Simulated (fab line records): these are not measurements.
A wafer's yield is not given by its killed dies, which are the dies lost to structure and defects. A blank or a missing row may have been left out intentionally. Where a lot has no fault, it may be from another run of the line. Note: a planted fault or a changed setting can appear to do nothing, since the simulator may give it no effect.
Lot-split experiment :: flow n5_finfet :: 39 wafers read across 7 lots, on a route 1938 steps long

ON THE SPLIT
At N5_BEOL_M5_DEP_56 (deposits SiCN from 3MS/NH3, target thk 8 nm, time 14 s), the setting target_thk_a was moved away from the recipe's 80 angstrom on 12 of the 39 wafers read, by -29.8% to +48.0%. The other wafers ran this setting at the recipe's value.

Reading taken at the split's own step.

THE READING
SiCN_of_BEOL_M5_DEP_56.thk_nm (the simulator's own value, which no gauge read), in nm, at N5_BEOL_M5_DEP_56 (deposits SiCN from 3MS/NH3, target thk 8 nm, time 14 s). There is no usual value for it anywhere in the file. Here, 27 wafers ran the recipe; their average is 7.9 nm with a standard deviation of 0.13 nm.

wafer: L074.1
tool, chamber at the split: pecvd-03, 1,2,2
target_thk_a as run, angstrom: 80
against the recipe: recipe
SiCN_of_BEOL_M5_DEP_56.thk_nm, nm: 7.8
against lot-mates on the recipe: -

wafer: L074.3
tool, chamber at the split: pecvd-03, 1,2,2
target_thk_a as run, angstrom: 80
against the recipe: recipe
SiCN_of_BEOL_M5_DEP_56.thk_nm, nm: 7.8
against lot-mates on the recipe: -

wafer: L074.6
tool, chamber at the split: pecvd-03, 1,2,2
target_thk_a as run, angstrom: 80
against the recipe: recipe
SiCN_of_BEOL_M5_DEP_56.thk_nm, nm: 7.8
against lot-mates on the recipe: -

wafer: L074.2
tool, chamber at the split: pecvd-03, 0,0,1
target_thk_a as run, angstrom: 108
against the recipe: +35.0%
SiCN_of_BEOL_M5_DEP_56.thk_nm, nm: 10.8
against lot-mates on the recipe: +3.0

wafer: L074.4
tool, chamber at the split: pecvd-03, 0,0,1
target_thk_a as run, angstrom: 108
against the recipe: +35.0%
SiCN_of_BEOL_M5_DEP_56.thk_nm, nm: 10.8
against lot-mates on the recipe: +3.0

wafer: L074.5
tool, chamber at the split: pecvd-03, 0,0,1
target_thk_a as run, angstrom: 108
against the recipe: +35.0%
SiCN_of_BEOL_M5_DEP_56.thk_nm, nm: 10.8
against lot-mates on the recipe: +3.0

wafer: L081.2
tool, chamber at the split: pecvd-02, 2
target_thk_a as run, angstrom: 80
against the recipe: recipe
SiCN_of_BEOL_M5_DEP_56.thk_nm, nm: 7.8
against lot-mates on the recipe: -

wafer: L081.4
tool, chamber at the split: pecvd-02, 2,1
target_thk_a as run, angstrom: 80
against the recipe: recipe
SiCN_of_BEOL_M5_DEP_56.thk_nm, nm: 8
against lot-mates on the recipe: -

wafer: L081.5
tool, chamber at the split: pecvd-02, 2,1
target_thk_a as run, angstrom: 80
against the recipe: recipe
SiCN_of_BEOL_M5_DEP_56.thk_nm, nm: 8
against lot-mates on the recipe: -

wafer: L082.1
tool, chamber at the split: pecvd-02, 2,1
target_thk_a as run, angstrom: 80
against the recipe: recipe
SiCN_of_BEOL_M5_DEP_56.thk_nm, nm: 7.8
against lot-mates on the recipe: -

wafer: L082.3
tool, chamber at the split: pecvd-02, 2,1
target_thk_a as run, angstrom: 80
against the recipe: recipe
SiCN_of_BEOL_M5_DEP_56.thk_nm, nm: 7.8
against lot-mates on the recipe: -

wafer: L082.2
tool, chamber at the split: pecvd-02, 0,2
target_thk_a as run, angstrom: 117.5
against the recipe: +46.9%
SiCN_of_BEOL_M5_DEP_56.thk_nm, nm: 11.6
against lot-mates on the recipe: +3.7

wafer: L082.5
tool, chamber at the split: pecvd-02, 0,2
target_thk_a as run, angstrom: 117.5
against the recipe: +46.9%
SiCN_of_BEOL_M5_DEP_56.thk_nm, nm: 11.6
against lot-mates on the recipe: +3.7

wafer: L082.4
tool, chamber at the split: pecvd-02, 1
target_thk_a as run, angstrom: 80
against the recipe: recipe
SiCN_of_BEOL_M5_DEP_56.thk_nm, nm: 8
against lot-mates on the recipe: -

wafer: L082.6
tool, chamber at the split: pecvd-02, 0
target_thk_a as run, angstrom: 117.5
against the recipe: +46.9%
SiCN_of_BEOL_M5_DEP_56.thk_nm, nm: 11.8
against lot-mates on the recipe: +3.9

wafer: L078.1
tool, chamber at the split: pecvd-01, 0
target_thk_a as run, angstrom: 80
against the recipe: recipe
SiCN_of_BEOL_M5_DEP_56.thk_nm, nm: 8
against lot-mates on the recipe: -

wafer: L078.4
tool, chamber at the split: pecvd-01, 0
target_thk_a as run, angstrom: 80
against the recipe: recipe
SiCN_of_BEOL_M5_DEP_56.thk_nm, nm: 8
against lot-mates on the recipe: -

wafer: L078.2
tool, chamber at the split: pecvd-01, 1,2,1
target_thk_a as run, angstrom: 80
against the recipe: recipe
SiCN_of_BEOL_M5_DEP_56.thk_nm, nm: 7.8
against lot-mates on the recipe: -

wafer: L078.5
tool, chamber at the split: pecvd-01, 1,2,1
target_thk_a as run, angstrom: 80
against the recipe: recipe
SiCN_of_BEOL_M5_DEP_56.thk_nm, nm: 7.8
against lot-mates on the recipe: -

wafer: L078.6
tool, chamber at the split: pecvd-01, 1,2,1
target_thk_a as run, angstrom: 80
against the recipe: recipe
SiCN_of_BEOL_M5_DEP_56.thk_nm, nm: 7.8
against lot-mates on the recipe: -

wafer: L078.3
tool, chamber at the split: pecvd-01, 2
target_thk_a as run, angstrom: 80
against the recipe: recipe
SiCN_of_BEOL_M5_DEP_56.thk_nm, nm: 7.6
against lot-mates on the recipe: -

wafer: L084.1
tool, chamber at the split: pecvd-02, 2,0
target_thk_a as run, angstrom: 118.4
against the recipe: +48.0%
SiCN_of_BEOL_M5_DEP_56.thk_nm, nm: 11.8
against lot-mates on the recipe: +3.8

wafer: L084.3
tool, chamber at the split: pecvd-02, 2,0
target_thk_a as run, angstrom: 118.4
against the recipe: +48.0%
SiCN_of_BEOL_M5_DEP_56.thk_nm, nm: 11.8
against lot-mates on the recipe: +3.8

wafer: L084.2
tool, chamber at the split: pecvd-02, 1,1,0
target_thk_a as run, angstrom: 80
against the recipe: recipe
SiCN_of_BEOL_M5_DEP_56.thk_nm, nm: 8
against lot-mates on the recipe: -

wafer: L084.4
tool, chamber at the split: pecvd-02, 1,1,0
target_thk_a as run, angstrom: 80
against the recipe: recipe
SiCN_of_BEOL_M5_DEP_56.thk_nm, nm: 8
against lot-mates on the recipe: -

wafer: L084.5
tool, chamber at the split: pecvd-02, 1,1,0
target_thk_a as run, angstrom: 80
against the recipe: recipe
SiCN_of_BEOL_M5_DEP_56.thk_nm, nm: 8
against lot-mates on the recipe: -

wafer: L084.6
tool, chamber at the split: pecvd-02, 2
target_thk_a as run, angstrom: 118.4
against the recipe: +48.0%
SiCN_of_BEOL_M5_DEP_56.thk_nm, nm: 12
against lot-mates on the recipe: +4.0

wafer: L091.1
tool, chamber at the split: pecvd-01, 1,2,0,0
target_thk_a as run, angstrom: 80
against the recipe: recipe
SiCN_of_BEOL_M5_DEP_56.thk_nm, nm: 8
against lot-mates on the recipe: -

wafer: L091.2
tool, chamber at the split: pecvd-01, 1,2,0,0
target_thk_a as run, angstrom: 80
against the recipe: recipe
SiCN_of_BEOL_M5_DEP_56.thk_nm, nm: 8
against lot-mates on the recipe: -

wafer: L091.3
tool, chamber at the split: pecvd-01, 1,2,0,0
target_thk_a as run, angstrom: 80
against the recipe: recipe
SiCN_of_BEOL_M5_DEP_56.thk_nm, nm: 8
against lot-mates on the recipe: -

wafer: L091.4
tool, chamber at the split: pecvd-01, 1,2,0,0
target_thk_a as run, angstrom: 80
against the recipe: recipe
SiCN_of_BEOL_M5_DEP_56.thk_nm, nm: 8
against lot-mates on the recipe: -

wafer: L091.5
tool, chamber at the split: pecvd-01, 1,2
target_thk_a as run, angstrom: 80
against the recipe: recipe
SiCN_of_BEOL_M5_DEP_56.thk_nm, nm: 8.2
against lot-mates on the recipe: -

wafer: L091.6
tool, chamber at the split: pecvd-01, 1,2
target_thk_a as run, angstrom: 80
against the recipe: recipe
SiCN_of_BEOL_M5_DEP_56.thk_nm, nm: 8.2
against lot-mates on the recipe: -

wafer: L093.1
tool, chamber at the split: pecvd-03, 0,1
target_thk_a as run, angstrom: 56.16
against the recipe: -29.8%
SiCN_of_BEOL_M5_DEP_56.thk_nm, nm: 5.6
against lot-mates on the recipe: -2.4

wafer: L093.4
tool, chamber at the split: pecvd-03, 0,1
target_thk_a as run, angstrom: 56.16
against the recipe: -29.8%
SiCN_of_BEOL_M5_DEP_56.thk_nm, nm: 5.6
against lot-mates on the recipe: -2.4

wafer: L093.2
tool, chamber at the split: pecvd-03, 2,1,2
target_thk_a as run, angstrom: 80
against the recipe: recipe
SiCN_of_BEOL_M5_DEP_56.thk_nm, nm: 8
against lot-mates on the recipe: -

wafer: L093.3
tool, chamber at the split: pecvd-03, 2,1,2
target_thk_a as run, angstrom: 80
against the recipe: recipe
SiCN_of_BEOL_M5_DEP_56.thk_nm, nm: 8
against lot-mates on the recipe: -

wafer: L093.6
tool, chamber at the split: pecvd-03, 2,1,2
target_thk_a as run, angstrom: 80
against the recipe: recipe
SiCN_of_BEOL_M5_DEP_56.thk_nm, nm: 8
against lot-mates on the recipe: -

wafer: L093.5
tool, chamber at the split: pecvd-03, 0
target_thk_a as run, angstrom: 56.16
against the recipe: -29.8%
SiCN_of_BEOL_M5_DEP_56.thk_nm, nm: 5.8
against lot-mates on the recipe: -2.2
If several chambers appear in one row, that row covers several wafers at once and the file leaves open which wafer was in which chamber.

FIT RESULTS
A straight line over all 39 wafers: SiCN_of_BEOL_M5_DEP_56.thk_nm changes by +0.0801 nm for each +1% of target_thk_a; r = +1.00; the points scatter about the line by 0.13 nm.
The same after taking each lot's own level away (the mean of its wafers on the recipe; 39 wafers): +0.0811 nm for each +1%; r = +1.00; scatter 0.1 nm.
Per that fit: largest target_thk_a move, reading shift of 3.9 nm.
The lots' own levels span 7.80 to 8.07 nm, that is 2.0 times the standard deviation above.
The two slopes agree, so the slope changes little with the lot-to-lot level.
Check: with one of the wafers moved furthest among these (+48.0%) left out of the fit, the line predicts +3.93 nm for it against its lot-mates. It came out at +3.8 nm against them.

FURTHER SPLITS ON THESE WAFERS
Note: prior to the reading, these wafers also went through further splits. Each is held against what the fit with the lots' levels taken away leaves over:
other split on the same wafers: N5_BEOL_M0_SAQP_ETCH_84 time_s
wafers away from the commonest value: 12
r with SiCN_of_BEOL_M5_DEP_56.thk_nm (lot level and that fit taken away): -0.02

THE FILE'S OWN FIT
SiCN_of_BEOL_M5_DEP_56.thk_nm changes by +0.0814 nm for each +1% of target_thk_a, r = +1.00.
